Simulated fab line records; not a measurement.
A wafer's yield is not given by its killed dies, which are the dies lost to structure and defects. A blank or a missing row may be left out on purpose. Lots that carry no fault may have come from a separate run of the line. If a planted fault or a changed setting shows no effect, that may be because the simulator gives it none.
fab line records	flow n5Finfet
[record] lots = 6	wafers = 18	lastDay = 16
route steps=1938 shown FIN_SAQP@127 BEOL_M4@1111 PASSIVATION@1936
lots that met no fault: taken from a fault-free run of the same line
startH: start of the lot's first displayed wafer, in hours after the record's first day	waitH: time in hours since the lot's previous step	" the same as in the row above	L1.1+2: one row covering several wafers at once	- no value, or no start was given	* or withheld: withheld	< > ~ a bound
route shown NAME@n: a module of which the file shows steps, and the number in the route of the first	usual: mean and standard deviation over wafers with no fault	same: alike in all rows	chamber/n: place in a boat	sites: the reading at each site	_std_site: the values' standard deviation	_edge_site: the outer-site mean with the inner-site mean subtracted	radiusMm: how far each site lies from the wafer's centre	mask NAME#n: copy n	behind: tool/chamber where the wafer was last shaped	hold: cause of the lot's hold/its duration in hours/its outcome	device: whichever transistor did not switch (one of n, p or np)	end of line: at the end of the route, the tests of the same wafers	a step without rows: its recipe alone	killed: the dies lost at the first sort to structure and to defects; this is not the yield of the wafer	map: the dies of a wafer, with x for killed, . for not killed, _ for no die there
set.NAME: the run value of the setting; set.NAME@STEP: its run value at that earlier step	model.NAME: the simulator's own value behind a step, which no gauge read
lots at some steps of the route; a table a step, a row a wafer
services: a tool's chamber out of use, with start hour (startH, from the record's first day; less than 0 if before it), hours out, and reason
[[steps]]
[step N5_FIN_SAQP_MANDREL1_REMOVE_56]
[recipe] chemistry = HBr/Cl2/O2	btTimeS = 10	target = a-Si	stopOn = SiNx	endpoint = OES-SiCl	overEtchFrac = 1	icpW = 600	biasW = 22	HBr_flow_sccm = 150	Cl2_flow_sccm = 80	O2_flow_sccm = 5	pressureMtorr = 10
[step N5_FIN_SAQP_CD_MEAS_27]
[recipe] targetCdNm = 20	landingEnergyEv = 1000	detector = seInlens	polarity = line
[usual] cdNm = 20.23/0.26
lot.wafer	tool	chamber	startH	waitH	cdNm
L700.1	cdSem-01	0	53.52	0.1	20.03
L700.2	"	0	"	"	20.37
L700.6	"	0	"	"	19.71
L702.1	cdSem-02	0	66.31	0.1	20.29
L702.5	"	0	"	"	20.26
L702.6	"	0	"	"	20.63
L708.1	cdSem-03	0	103.59	0.1	20.29
L708.3	"	0	"	"	20.26
L708.6	"	0	"	"	20.22
L709.1	cdSem-02	0	109.06	0.1	20.17
L709.2	"	0	"	"	19.87
L709.6	"	0	"	"	20.06
L710.4	cdSem-03	0	114.74	0.1	20.49
L710.5	"	0	"	"	20.09
L710.6	"	0	"	"	20.24
L711.2	cdSem-03	0	121.50	0.1	20.18
L711.5	"	0	"	"	20.86
L711.6	"	0	"	"	20.52
[step N5_FIN_SAQP_ETCH_57]
[recipe] chemistry = CH3F/O2	target = SiNx	maskMaterial = SiO2	targetDepthA = 325	timeS = 46.4	pressureMtorr = 30	sourceW = 395	biasW = 73	Ar_flow_sccm = 150	CH3F_flow_sccm = 30	O2_flow_sccm = 20	ionEnergyEv = 120	ends = cleared
[usual] O2_flow_sccm = 20.00/0.055	drypumpMotorCurrentA = 5.5/0.52	etchRfOnTimeS = 46.1/1.2	oesProductAu = 0.66/0.061	rfFwdPowerW = 389.0/1.9	rfVppV = 294/5.4	showerheadPlenumPTorr = 1.99/0.075	throttleValvePct = 16.42/0.2
lot.wafer	tool	chamber	startH	waitH	O2_flow_sccm	drypumpMotorCurrentA	etchRfOnTimeS	oesProductAu	rfFwdPowerW	rfHoursCounterH	rfVppV	showerheadPlenumPTorr	throttleValvePct
L700.1	rieDiel-05	2	53.57	0.0	19.95	5.3	46.0	0.83	386.7	5	296	2.11	15.92
L700.2	"	3	"	"	19.99	6.4	47.0	0.59	387.1	202	288	1.90	16.37
L700.6	"	3	"	"	19.93	6.4	47.4	0.59	386.9	-	288	1.90	16.36
L702.1	rieDiel-06	3	66.36	0.0	20.01	4.8	46.1	0.60	388.9	227	290	1.91	16.68
L702.5	"	2	"	"	19.86	5.3	46.7	0.65	387.3	-	289	2.00	16.42
L702.6	"	1	"	"	19.96	5.6	45.5	0.66	388.7	-	307	2.01	16.65
L708.1	rieDiel-06	0	103.64	0.0	19.98	4.8	45.0	0.67	390.4	127	286	1.94	16.34
L708.3	"	3	"	"	19.93	4.9	46.6	0.59	390.0	240	289	1.90	16.68
L708.6	"	0	"	"	19.93	4.8	46.5	0.66	390.4	-	286	1.94	16.34
L709.1	rieDiel-06	2	109.11	0.0	20.06	5.3	44.3	0.65	388.3	155	289	1.99	16.49
L709.2	"	3	"	"	19.88	4.9	46.0	0.59	388.4	242	290	1.90	16.69
L709.6	"	1	"	"	19.90	5.6	45.9	0.64	389.9	-	305	2.00	16.67
L710.4	rieDiel-04	1	114.89	0.1	19.98	5.8	45.8	0.64	390.2	158	299	1.90	16.12
L710.5	"	1	"	"	19.99	5.9	46.6	0.66	391.7	-	299	1.90	16.11
L710.6	"	2	"	"	19.99	6.3	44.8	0.75	391.1	-	292	1.97	16.51
L711.2	rieDiel-05	3	121.55	0.0	19.92	6.4	47.6	0.58	386.3	216	289	1.90	16.39
L711.5	"	0	"	"	20.02	5.9	44.7	0.67	389.5	-	297	2.12	16.64
L711.6	"	3	"	"	19.96	6.4	46.5	0.59	385.8	-	288	1.90	16.40
[step N5_FIN_SAQP_ETCH_65]
[recipe] chemistry = CF4	target = SiO2	targetDepthA = 40	ionEnergyEv = 350	timeS = 4.4	pressureMtorr = 10	icpW = 800	biasW = 400	cf4FlowSccm = 80
[step N5_FIN_SAQP_MANDREL_ETCH_58]
[recipe] chemistry = HBr/Cl2	target = a-Si	targetDepthA = 450	btTimeS = 10	stopOn = SiNx	maskMaterial = SiO2	overEtchFrac = 0.8	timeS = 27	pressureMtorr = 10	icpW = 800	biasW = 75	HBr_flow_sccm = 150	Cl2_flow_sccm = 80	ends = endPoint
[step N5_FIN_SAQP_RECESS_63]
[recipe] chemistry = HF/NH3	target = SiO2	targetDepthA = 180	afsCycles = 3	tempC = 30	sublimationTempC = 180	sublimationTimeS = 60
[usual] drypumpMotorCurrentA = 5.95/0.14	sublimationTempC = 180.00/0.16	tempC = 29.99/0.12
[same] sublimationTimeS = 60
lot.wafer	tool	chamber	startH	waitH	drypumpMotorCurrentA	sublimationTempC	tempC
L700.1	vaporEtch-02	1	53.79	0.1	5.96	180.23	29.96
L700.2	"	0	"	"	5.76	179.86	29.99
L700.6	"	1	"	"	6.01	179.95	30.04
L702.1	vaporEtch-01	0	66.58	0.1	5.90	180.10	29.88
L702.5	"	0	"	"	5.92	180.40	29.95
L702.6	"	1	"	"	6.14	179.91	29.93
L708.1	vaporEtch-02	1	103.86	0.1	5.98	179.84	29.98
L708.3	"	1	"	"	5.97	179.83	29.89
L708.6	"	1	"	"	5.99	180.04	29.96
L709.1	vaporEtch-02	0	109.33	0.1	5.76	179.84	30.12
L709.2	"	1	"	"	5.99	179.92	29.99
L709.6	"	0	"	"	5.76	179.82	30.03
L710.4	vaporEtch-01	1	115.23	0.2	6.15	180.05	29.99
L710.5	"	1	"	"	6.14	179.96	30.09
L710.6	"	0	"	"	5.92	180.30	30.07
L711.2	vaporEtch-02	1	121.77	0.1	5.95	179.73	30.06
L711.5	"	1	"	"	5.97	180.11	29.94
L711.6	"	0	"	"	5.73	180.08	29.95
[step N5_FIN_SAQP_COAT_68]
[recipe] resist = SOC	tempC = 250	timeS = 60	spinRpm = 1500	resistThkNm = 100
[step N5_FIN_SAQP_ETCH_69]
[recipe] chemistry = N2/H2	target = SOC	targetDepthA = 1500	stopOn = SiNx	ionEnergyEv = 100	biasW = 61	pressureMtorr = 30	sourceW = 850	n2FlowSccm = 200	h2FlowSccm = 200
[usual] drypumpMotorCurrentA = 5.4/0.49	oesProductAu = 0.77/0.071	rfFwdPowerW = 845/3	rfVppV = 240.4/1.5	showerheadPlenumPTorr = 2.53/0.099	throttleValvePct = 17.90/0.21
lot.wafer	tool	chamber	startH	waitH	drypumpMotorCurrentA	oesProductAu	rfFwdPowerW	rfHoursCounterH	rfVppV	showerheadPlenumPTorr	throttleValvePct
L700.1	rieDiel-05	0	54.24	-	5.9	0.80	849	75	241.9	2.67	17.92
L700.2	"	3	"	"	6.4	0.70	841	202	238.0	2.41	17.82
L700.6	"	3	"	"	6.4	0.70	843	-	239.4	2.41	17.84
L702.1	rieDiel-04	3	67.03	-	5.0	0.80	846	87	239.1	2.56	17.80
L702.5	"	0	"	"	5.7	0.70	847	-	240.7	2.64	17.94
L702.6	"	1	"	"	5.9	0.76	845	-	239.7	2.46	17.73
L708.1	rieDiel-04	3	104.32	-	5.1	0.78	844	102	242.2	2.55	17.83
L708.3	"	2	"	"	6.3	0.88	846	32	241.0	2.49	17.90
L708.6	"	1	"	"	5.8	0.75	843	-	238.8	2.45	17.74
L709.1	rieDiel-06	2	109.78	-	5.3	0.75	842	155	240.3	2.54	18.03
L709.2	"	1	"	"	5.6	0.74	841	167	240.9	2.54	18.22
L709.6	"	3	"	"	4.9	0.69	848	-	239.0	2.40	18.20
L710.4	rieDiel-06	3	115.56	-	4.9	0.69	848	244	238.1	2.40	18.21
L710.5	"	2	"	"	5.3	0.75	845	-	241.9	2.54	18.03
L710.6	"	3	"	"	4.9	0.69	849	-	241.1	2.40	18.23
L711.2	rieDiel-06	1	122.22	-	5.6	0.74	844	172	242.2	2.54	18.22
L711.5	"	1	"	"	5.6	0.75	847	-	241.4	2.54	18.22
L711.6	"	2	"	"	5.3	0.74	846	-	240.0	2.54	18.05
[step N5_FIN_SAQP_ETCH_67]
[recipe] chemistry = CH3F/O2	target = SiNx	targetDepthA = 300	maskMaterial = SOC	pressureMtorr = 30	sourceW = 395	biasW = 73	Ar_flow_sccm = 150	CH3F_flow_sccm = 30	O2_flow_sccm = 20	ionEnergyEv = 120
[step N5_FIN_SAQP_STRIP_70]
[recipe] chemistry = N2/H2	powerW = 500	tempC = 40	pressureMtorr = 50	rfFrequencyHz = 6e+07	overashFraction = 0.3	biasPowerW = 28	h2Frac = 0.5	n2FlowSccm = 300	h2FlowSccm = 300
[usual] drypumpMotorCurrentA = 5.4/0.49	oesProductAu = 0.78/0.078	rfFwdPowerW = 495.2/1.8	rfVppV = 121.7/1	showerheadPlenumPTorr = 3.34/0.13	tempC = 39.98/0.11	throttleValvePct = 19.1/0.38
lot.wafer	tool	chamber	startH	waitH	drypumpMotorCurrentA	oesProductAu	rfFwdPowerW	rfHoursCounterH	rfVppV	showerheadPlenumPTorr	tempC	throttleValvePct
L700.1	rieDiel-05	0	54.34	0.0	5.9	0.81	495.2	75	121.6	3.53	39.96	19.0
L700.2	"	3	"	"	6.4	0.71	494.1	202	120.4	3.18	40.03	19.1
L700.6	"	3	"	"	6.4	0.72	495.7	-	121.3	3.18	39.98	19.0
L702.1	rieDiel-04	3	67.13	0.0	5.1	0.81	492.5	87	121.4	3.38	40.16	18.8
L702.5	"	0	"	"	5.8	0.72	497.6	-	124.0	3.49	39.77	19.5
L702.6	"	1	"	"	5.9	0.79	498.0	-	122.4	3.25	40.02	18.9
L708.1	rieDiel-04	3	104.42	0.0	5.1	0.79	495.4	102	121.3	3.37	39.86	18.8
L708.3	"	2	"	"	6.3	0.90	495.6	32	122.0	3.29	40.07	18.8
L708.6	"	1	"	"	5.8	0.77	497.2	-	120.7	3.24	39.97	18.9
L709.1	rieDiel-06	2	109.88	0.0	5.3	0.77	496.6	156	122.9	3.36	39.92	19.3
L709.2	"	1	"	"	5.6	0.75	493.3	167	121.9	3.35	40.07	19.4
L709.6	"	3	"	"	4.9	0.69	497.1	-	122.4	3.18	39.96	19.6
L710.4	rieDiel-06	3	115.66	0.0	4.9	0.68	494.1	244	121.5	3.18	40.05	19.6
L710.5	"	2	"	"	5.3	0.76	494.2	-	121.2	3.36	39.82	19.3
L710.6	"	3	"	"	4.9	0.68	495.2	-	118.7	3.18	39.91	19.6
L711.2	rieDiel-06	1	122.32	0.0	5.6	0.75	493.7	172	122.7	3.35	40.14	19.5
L711.5	"	1	"	"	5.6	0.74	496.2	-	122.0	3.35	40.03	19.5
L711.6	"	2	"	"	5.3	0.76	493.4	-	122.0	3.36	40.01	19.3
[step N5_FIN_SAQP_RECESS_71]
[recipe] chemistry = HF/NH3	target = SiO2	targetDepthA = 30	afsCycles = 1	tempC = 30	sublimationTempC = 180	sublimationTimeS = 60
[step N5_FIN_SAQP_SPACER2_ALD_28]
[recipe] material = SiO2	targetThkA = 81	tempC = 300	aldPrecursorFamily = BDEAS	aldCoReactant = O2-plasma	pulseTimeS = 1	purgeTimeS = 2	coReactantPurgeTimeS = 2	pressureTorr = 2
[step N5_FIN_SAQP_SPACER2_ETCHBACK_29]
[recipe] chemistry = CHF3/O2	mode = anisotropicEtchback	target = SiO2	targetDepthA = 122	timeS = 6.1	pressureMtorr = 30	sourceW = 650	biasW = 170	Ar_flow_sccm = 200	CHF3_flow_sccm = 50	O2_flow_sccm = 5	ionEnergyEv = 200
[usual] O2_flow_sccm = 5.001/0.014	drypumpMotorCurrentA = 5.6/0.51	oesProductAu = 0.79/0.084	rfFwdPowerW = 645.9/2.2	rfVppV = 517/8.6	showerheadPlenumPTorr = 2.41/0.097	throttleValvePct = 18.95/0.23
lot.wafer	tool	chamber	startH	waitH	O2_flow_sccm	drypumpMotorCurrentA	oesProductAu	rfFwdPowerW	rfHoursCounterH	rfVppV	showerheadPlenumPTorr	throttleValvePct
L700.1	rieDiel-05	0	54.88	0.2	4.995	5.9	0.82	645.1	75	524	2.56	19.18
L700.2	"	3	"	"	5.007	6.4	0.70	644.6	202	507	2.29	18.87
L700.6	"	2	"	"	4.992	5.4	0.96	646.2	-	524	2.54	18.50
L702.1	rieDiel-06	1	67.66	0.2	4.995	5.6	0.76	643.8	152	537	2.41	19.21
L702.5	"	3	"	"	4.997	4.9	0.70	649.6	-	514	2.30	19.21
L702.6	"	2	"	"	4.973	5.3	0.77	643.4	-	508	2.40	18.98
L708.1	rieDiel-06	2	105.60	0.2	4.986	5.3	0.76	645.6	154	510	2.40	18.98
L708.3	"	0	"	"	5.007	4.8	0.77	644.2	128	504	2.34	18.93
L708.6	"	1	"	"	4.976	5.6	0.76	646.1	-	538	2.41	19.23
L709.1	rieDiel-06	3	110.41	0.2	5.026	4.9	0.69	644.4	242	513	2.29	19.23
L709.2	"	1	"	"	4.998	5.6	0.75	647.0	167	538	2.41	19.24
L709.6	"	0	"	"	4.994	4.8	0.77	648.6	-	503	2.34	18.91
L710.4	rieDiel-05	1	116.33	0.3	4.999	5.1	0.93	642.3	16	515	2.38	18.77
L710.5	"	1	"	"	4.995	5.1	1.20	644.6	-	515	2.38	18.82
L710.6	"	2	"	"	5.011	5.4	0.90	647.1	-	522	2.53	18.53
L711.2	rieDiel-05	0	122.85	0.2	5.022	5.9	0.78	645.8	103	524	2.54	19.20
L711.5	"	1	"	"	5.007	5.1	1.20	646.6	-	516	2.38	18.82
L711.6	"	0	"	"	4.991	5.9	0.78	646.8	-	522	2.54	19.23
[step N5_FIN_SAQP_MANDREL2_REMOVE_60]
[recipe] chemistry = HBr/Cl2/O2	btTimeS = 10	target = a-Si	stopOn = SiNx	endpoint = OES-SiCl	overEtchFrac = 1	icpW = 600	biasW = 22	HBr_flow_sccm = 150	Cl2_flow_sccm = 80	O2_flow_sccm = 5	pressureMtorr = 10
[usual] O2_flow_sccm = 5.002/0.015	drypumpMotorCurrentA = 5.9/0.43	mfcCl2Sccm = 80.00/0.23	oesProductAu = 0.996/0.018	rfFwdPowerW = 597.2/2	throttleValvePct = 36.7/0.48
[same] btTimeS = 10
lot.wafer	tool	chamber	startH	waitH	O2_flow_sccm	drypumpMotorCurrentA	mfcCl2Sccm	oesProductAu	rfFwdPowerW	rfHoursCounterH	throttleValvePct
L700.1	rieSi-01	1	54.96	0.1	4.990	5.4	80.07	0.992	595.2	7	36.7
L700.2	"	0	"	"	5.005	6.5	79.70	0.975	599.8	14	36.7
L700.6	"	3	"	"	5.033	5.4	80.12	1.012	599.3	-	36.6
L702.1	rieSi-06	2	67.75	0.1	5.024	6.2	79.94	1.016	599.4	89	36.4
L702.5	"	3	"	"	4.967	5.4	80.16	0.978	594.9	-	36.5
L702.6	"	0	"	"	5.006	5.9	79.85	1.013	599.3	-	37.3
L708.1	rieSi-03	0	105.69	0.1	5.018	6.4	79.82	1.008	596.9	26	36.3
L708.3	"	3	"	"	5.007	5.6	79.98	1.000	598.1	49	36.9
L708.6	"	1	"	"	4.992	5.5	80.16	1.013	593.7	-	35.9
L709.1	rieSi-06	1	110.49	0.1	5.008	5.4	79.89	0.968	597.8	128	37.2
L709.2	"	2	"	"	4.991	6.2	79.92	1.019	598.4	90	36.4
L709.6	"	3	"	"	4.974	5.5	79.65	0.986	596.6	-	36.5
L710.4	rieSi-03	1	116.41	0.1	4.992	5.5	80.09	1.005	596.4	27	35.9
L710.5	"	0	"	"	5.001	6.4	79.85	1.022	593.4	-	36.3
L710.6	"	1	"	"	5.007	5.5	80.42	1.005	599.1	-	35.9
L711.2	rieSi-03	2	122.94	0.1	5.000	6.4	79.92	0.955	600.8	99	36.2
L711.5	"	2	"	"	5.007	6.4	79.43	0.966	596.6	-	36.2
L711.6	"	1	"	"	4.994	5.5	79.92	0.995	595.8	-	35.9
[step N5_BEOL_M4_RC_MEAS_101]
[usual] DIBL_N = 36.2/1.7	DIBL_P = 36.6/1.9	IOFF_N = 0.16/0.032	IOFF_P = 0.21/0.037	ION_N = 675/12	ION_P = 460/8.1	SS_N = 71.4/0.58	SS_P = 73.4/0.64	VT_N = 249/3.2	VT_P = -252/3.4
lot.wafer	tool	chamber	startH	waitH	DIBL_N[mV/V]	DIBL_P[mV/V]	IOFF_N[nA/um]	IOFF_P[nA/um]	ION_N[uA/um]	ION_P[uA/um]	SS_N[mV/dec]	SS_P[mV/dec]	VT_N[mV]	VT_P[mV]
L700.1	prober-02	0	194.21	0.0	37.8	37.4	0.18	0.20	667	459	72.2	73.2	250	-251
L700.2	"	0	"	"	34.2	34.7	0.13	0.17	666	459	70.6	72.6	253	-253
L700.6	"	0	"	"	37.5	37.7	0.18	0.21	678	462	71.9	73.4	250	-248
L702.1	prober-02	0	203.41	0.0	37.6	40.9	0.19	0.25	684	463	72.0	74.5	245	-250
L702.5	"	0	"	"	34.9	36.2	0.13	0.17	662	452	71.2	73.4	254	-254
L702.6	"	0	"	"	39.3	41.3	0.21	0.25	681	456	71.8	74.5	247	-249
L708.1	prober-02	0	244.98	0.0	34.8	34.8	0.15	0.17	681	457	71.2	72.9	252	-255
L708.3	"	0	"	"	38.0	38.2	0.19	0.22	661	451	72.0	73.9	247	-250
L708.6	"	0	"	"	35.5	35.0	0.15	0.17	661	447	71.5	72.6	250	-256
L709.1	prober-02	0	246.70	0.0	38.2	39.3	0.19	0.21	664	452	72.2	73.6	249	-253
L709.2	"	0	"	"	36.4	37.2	0.16	0.19	677	460	71.9	73.4	248	-252
L709.6	"	0	"	"	36.0	37.1	0.15	0.19	656	445	71.9	73.1	251	-253
L710.4	prober-01	0	249.56	0.5	37.5	39.1	0.20	0.20	670	447	71.5	73.7	249	-258
L710.5	"	0	"	"	31.0	31.5	0.11	0.12	657	442	70.5	72.3	253	-261
L710.6	"	0	"	"	33.4	34.9	0.13	0.15	654	442	70.9	72.6	250	-259
L711.2	prober-01	0	265.67	0.2	35.0	33.8	0.13	0.16	653	445	70.6	72.8	253	-257
L711.5	"	0	"	"	35.9	36.5	0.15	0.21	678	462	71.7	73.6	251	-252
L711.6	"	0	"	"	35.0	34.3	0.14	0.17	654	444	70.7	72.9	254	-255
[step N5_PASSIVATION_PROBE_49]
[usual] defectLimitedYield = 91.3/1.5	killed_at_M0_to_M3 = 35/10	killed_at_M4_up = 12/4.6	killedAtContacts = 13/6.6	killedAtFrontEnd = 39/11	killedAtOther = 4/3.4	killedDies = 103/17	killedOpen = 67/13	killedShort = 35/8.2	sort_bin_5_function = 5.1/0.94	sort_bin_6_memory = 3.2/0.7	sort_bin_8_speed = 0.00/0.03	sortNPass = 1077/17	sortYieldPct = 91.3/1.5
[same] grossDies = 1180	killedAtBackSide = 0	sort_bin_4_leakage[%] = 0
lot.wafer	tool	chamber	startH	waitH	defectLimitedYield[%]	killed_at_M0_to_M3	killed_at_M4_up	killedAtContacts	killedAtFrontEnd	killedAtOther	killedDies	killedOpen	killedShort	sort_bin_5_function[%]	sort_bin_6_memory[%]	sort_bin_8_speed[%]	sortNPass	sortYieldPct[%]
L702.1	prober-01	-	298.48	0.0	92.2	32	6	5	47	2	92	60	31	4.4	3.1	0	1088	92.2
L702.5	prober-01	-	298.68	0.2	91.9	31	11	12	33	8	95	60	35	5.3	2.6	0	1085	91.9
L702.6	prober-01	-	298.73	0.3	92.2	42	4	9	35	2	92	65	26	4.7	2.7	0	1088	92.2
L708.1	prober-01	-	342.96	0.0	92.0	26	16	3	42	7	94	60	34	4.8	3.0	0	1086	92.0
L708.3	prober-01	-	343.06	0.1	91.9	31	8	10	42	5	96	54	41	5.0	2.5	0	1084	91.9
L708.6	prober-01	-	343.21	0.3	93.4	35	4	8	25	6	78	51	26	3.3	3.1	0	1102	93.4
L711.2	prober-01	-	373.73	0.1	93.8	23	8	5	33	4	73	52	21	3.5	2.6	0	1107	93.8
// killed by level:class
L702.1 STI_FIN_REVEAL:geometricParticle:open=13 BEOL_M1:geometricParticle:open=9 FIN_SAQP:geometricParticle:open=7 BEOL_M0_SAQP:geometricParticle:short=6 STI_FIN_REVEAL:geometricParticle:short=5 DUMMY_GATE:geometricParticle:open=5 FIN_SAQP:geometricParticle:short=4 STARTING-WAFER:geometricParticle:short=4
L702.5 MOL_CONTACT_COAG:geometricParticle:open=10 BEOL_M3:geometricParticle:open=9 FIN_SAQP:geometricParticle:short=7 FIN_SAQP:geometricParticle:open=6 BEOL_M1:geometricParticle:short=5 BEOL_M2:geometricParticle:open=5 STARTING-WAFER:geometricParticle:short=5 STARTING-WAFER:geometricParticle:open=5
L702.6 STI_FIN_REVEAL:geometricParticle:open=14 BEOL_M1:geometricParticle:open=12 BEOL_M0_SAQP:geometricParticle:open=8 BEOL_M3:geometricParticle:open=7 MOL_CONTACT_COAG:geometricParticle:open=7 FIN_SAQP:geometricParticle:short=6 BEOL_M0_SAQP:geometricParticle:short=6 FIN_SAQP:geometricParticle:open=5
L708.1 FIN_SAQP:geometricParticle:short=12 FIN_SAQP:geometricParticle:open=9 BEOL_M0:geometricParticle:open=6 BEOL_M2:geometricParticle:open=6 DUMMY_GATE:geometricParticle:open=5 BEOL_M1:geometricParticle:open=5 STARTING-WAFER:geometricParticle:open=3 STI_FIN_REVEAL:geometricParticle:open=3
L708.3 FIN_SAQP:geometricParticle:short=11 BEOL_M2:geometricParticle:open=9 FIN_SAQP:geometricParticle:open=8 MOL_CONTACT_COAG:geometricParticle:open=7 BEOL_M3:geometricParticle:open=6 STARTING-WAFER:geometricParticle:open=6 STI_FIN_REVEAL:geometricParticle:open=5 BEOL_M2:geometricParticle:short=5
L708.6 BEOL_M2:geometricParticle:open=15 FIN_SAQP:geometricParticle:short=7 MOL_CONTACT_COAG:geometricParticle:open=6 DUMMY_GATE:geometricParticle:open=4 BEOL_M0_SAQP:geometricParticle:open=4 BEOL_M0:geometricParticle:open=4 STI_FIN_REVEAL:geometricParticle:open=3 BEOL_M1:geometricParticle:short=3
L711.2 STI_FIN_REVEAL:geometricParticle:open=11 FIN_SAQP:geometricParticle:open=10 BEOL_M0_SAQP:geometricParticle:short=9 BEOL_M0_SAQP:geometricParticle:open=8 MOL_CONTACT_COAG:geometricParticle:open=5 FIN_SAQP:geometricParticle:short=4 DUMMY_GATE:geometricParticle:open=3 BEOL_M0:geometricParticle:open=3
[[services]]
tool	chamber	startH	hours	kind
rieDiel-05	1	50.04	5.8	repair
rieDiel-05	1	55.90	-	clean
rieDiel-05	1	55.90	-	consumableReplace:focusRing
rieDiel-05	1	55.90	22.2	scheduledDown
rieDiel-05	1	55.90	22.2	ventCycle
rieDiel-05	2	56.85	6.6	repair
rieSi-03	-	58.86	0.3	repair
rieDiel-04	3	62.88	3.4	repair
rieDiel-04	2	65.04	4.3	repair
rieDiel-05	3	70.68	31.9	repair
rieSi-03	-	78.35	2.8	pm
rieSi-06	-	83.34	2.8	pm
rieSi-01	3	85.70	8.7	repair
vaporEtch-02	-	115.79	2.8	pm
[[key]]
[firstSign] step = N5_FIN_SAQP_SPACER2_ETCHBACK_29	reading = oesProductAu	direction = up	sigmas = 4.8	usual = 0.79	struck = 1.20
effect none on later readings
metAt N5_FIN_SAQP_SPACER2_ETCHBACK_29
struckWafers L710.5,L711.5
onsetBetween 54.88 116.33
[fault] kind = processParameterDrift	tool = rieDiel-05	chamber = -	onsetH = 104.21	steps = N5_FIN_SAQP_SPACER2_ETCHBACK_29	channel = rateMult	offset = 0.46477	shape = step	endH = 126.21	scope = struckWafersOnly
